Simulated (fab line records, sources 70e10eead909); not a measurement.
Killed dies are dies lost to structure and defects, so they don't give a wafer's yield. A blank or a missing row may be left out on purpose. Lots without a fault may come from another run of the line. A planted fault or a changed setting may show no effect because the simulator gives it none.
A struck lot beside a sound one | flow nand_harc | 39 steps out of a route of 1302
Sound: wafers L729.1, L729.3, L729.5. Struck: wafers L724.2, L724.4, L724.5. The cause comes at the end.
At each step with rows: each side's tool, then ch and its chambers, then its first start. Under that, the readings that differ: sound wafers | struck wafers | difference of the means | sigmas: that difference in standard deviations of wafers without a fault.
alike: readings whose means differ by less than 2 such deviations, and words and numbers that are the same on both sides. not compared: withheld readings, readings that some wafer has no value for, bounds like >300 that may hide the same value, and numbers for which the record gives no deviation and whose values overlap.
The two part at a step that has a row with sigmas, a row that says differs or no value, or rows on one side only. Numbers that don't overlap but have no deviation are shown without sigmas and don't part them. A reading that every wafer of one side lacks parts them only if that side has two wafers or more.

first, 8 steps without rows for these wafers: NHARC_A_STAIRCASE_HMDS_210 (time 30 s); NHARC_A_STAIRCASE_COAT_211; NHARC_A_STAIRCASE_SOFTBAKE_212 (time 170 s); NHARC_A_STAIRCASE_EBR_213; NHARC_A_STAIRCASE_EXPOSE_214 (exposes mask STAIR 3); NHARC_A_STAIRCASE_PEB_215 (peb time 130 s); NHARC_A_STAIRCASE_DEVELOP_216 (time 140 s); NHARC_A_STAIRCASE_HARDBAKE_218 (time 140 s).
NHARC_A_STAIRCASE_DESCUM_219: chemistry O2, time 3 s.
  sound on rie_diel-02 ch 1,2,3, day 22 14:09; struck on rie_diel-11 ch 1,2,3, day 20 05:46
  alike: drypump_motor_current_A, mfc_ar_sccm, o2_flow_sccm, oes_product_au, rf_vpp_V, showerhead_plenum_p_Torr, throttle_valve_pct
  not compared: rf_hours_counter_h
then, 2 steps without rows for these wafers: NHARC_A_STAIRCASE_TRIM_220 (chemistry O2, time 211.2 s); NHARC_A_STAIRCASE_ETCH_221 (etches the open film in C4F8/O2, target depth 100 nm, time 40.5 s).
NHARC_A_STAIRCASE_TRIM_222: chemistry O2, time 211.2 s.
  sound on rie_diel-02 ch 0,1, day 22 14:36; struck on rie_diel-11 ch 0,1,2, day 20 06:16
  reading             | sound             | struck            | difference | sigmas
  o2_flow_sccm (sccm) | 498.2 496.6 499.9 | 502.4 500.7 502.6 | +3.7       | +2
  alike: drypump_motor_current_A, mfc_ar_sccm, oes_product_au, rf_vpp_V, showerhead_plenum_p_Torr, throttle_valve_pct
  not compared: rf_hours_counter_h
then, 3 steps without rows for these wafers: NHARC_A_STAIRCASE_ETCH_223 (etches the open film in C4F8/O2, target depth 100 nm, time 40.5 s); NHARC_A_STAIRCASE_TRIM_224 (chemistry O2, time 211.2 s); NHARC_A_STAIRCASE_ETCH_225 (etches the open film in C4F8/O2, target depth 100 nm, time 40.5 s).
NHARC_A_STAIRCASE_TRIM_226: chemistry O2, time 211.2 s.
  sound on rie_diel-02 ch 0,1; struck on rie_diel-11 ch 2,3
  alike: drypump_motor_current_A, mfc_ar_sccm, o2_flow_sccm, oes_product_au, rf_vpp_V, showerhead_plenum_p_Torr, throttle_valve_pct
  not compared: rf_hours_counter_h
NHARC_A_STAIRCASE_ETCH_227: etches the open film in C4F8/O2, target depth 100 nm, time 40.5 s.
  sound on rie_diel-02 ch 0,1,2; struck on rie_diel-11 ch 0,2,3
  alike: bias_w, oes_product_au, rf_vpp_V
  not compared: rf_hours_counter_h
then, 5 steps without rows for these wafers: NHARC_A_STAIRCASE_TRIM_229 (chemistry O2, time 211.2 s); NHARC_A_STAIRCASE_ETCH_230 (etches the open film in C4F8/O2, target depth 100 nm, time 40.5 s); NHARC_A_STAIRCASE_TRIM_231 (chemistry O2, time 211.2 s); NHARC_A_STAIRCASE_ETCH_232 (etches the open film in C4F8/O2, target depth 100 nm, time 40.5 s); NHARC_A_STAIRCASE_TRIM_233 (chemistry O2, time 211.2 s).
NHARC_A_STAIRCASE_ETCH_234: etches the open film in C4F8/O2, target depth 100 nm, time 40.5 s.
  sound on rie_diel-11 ch 1,2,3; struck on rie_diel-10 ch 0,1
  alike: bias_w, oes_product_au, rf_vpp_V
  not compared: rf_hours_counter_h
then, 2 steps without rows for these wafers: NHARC_A_STAIRCASE_TRIM_235 (chemistry O2, time 211.2 s); NHARC_A_STAIRCASE_ETCH_236 (etches the open film in C4F8/O2, target depth 100 nm, time 40.5 s).
NHARC_A_STAIRCASE_STRIP_238: strips in O2.
  sound on plasma_asher-02 ch 1, day 22 20:02; struck on plasma_asher-01 ch 0,1, day 20 09:46
  reading                     | sound       | struck      | difference | sigmas
  drypump_motor_current_A (A) | 5.0 5.0 5.0 | 5.4 6.2 6.2 | +0.9       | +2
  alike: heater_power_w
  not compared: rf_hours_counter_h
then, 12 steps without rows for these wafers: NHARC_A_STAIRCASE_STRIP_239 (strips in SPM, time 900 s); NHARC_A_STAIRCASE_PRECLEAN_240 (cleans in SC1); NHARC_A_STAIRCASE_SRD_241; NHARC_A_STAIRCASE_DEHYDRATE_242 (time 120 s); NHARC_A_STAIRCASE_HMDS_243 (time 30 s); NHARC_A_STAIRCASE_COAT_244; NHARC_A_STAIRCASE_SOFTBAKE_245 (time 170 s); NHARC_A_STAIRCASE_EBR_246; NHARC_A_STAIRCASE_EXPOSE_247 (exposes mask SDS 1); NHARC_A_STAIRCASE_PEB_248 (peb time 130 s); NHARC_A_STAIRCASE_DEVELOP_249 (time 140 s); NHARC_A_STAIRCASE_HARDBAKE_251 (time 140 s).
-- the record jumps here: 9 days lie between the struck wafers' starts before and after (it left off in module A_STAIRCASE and takes up again in module END, whose first step shown is number 1302 of the route) --
NHARC_END_SORT_01:
  the record has rows for the struck wafers here (prober-02 ch 0, day 28 23:10) and none for the sound ones

WHERE THEY PART
First at NHARC_A_STAIRCASE_TRIM_222; last, within this record, at NHARC_END_SORT_01.

WHY: what the simulator had put in
Chamber particle source: rie_diel-11, from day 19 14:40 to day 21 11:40, at NHARC_A_STAIRCASE_TRIM_222. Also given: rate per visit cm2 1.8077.
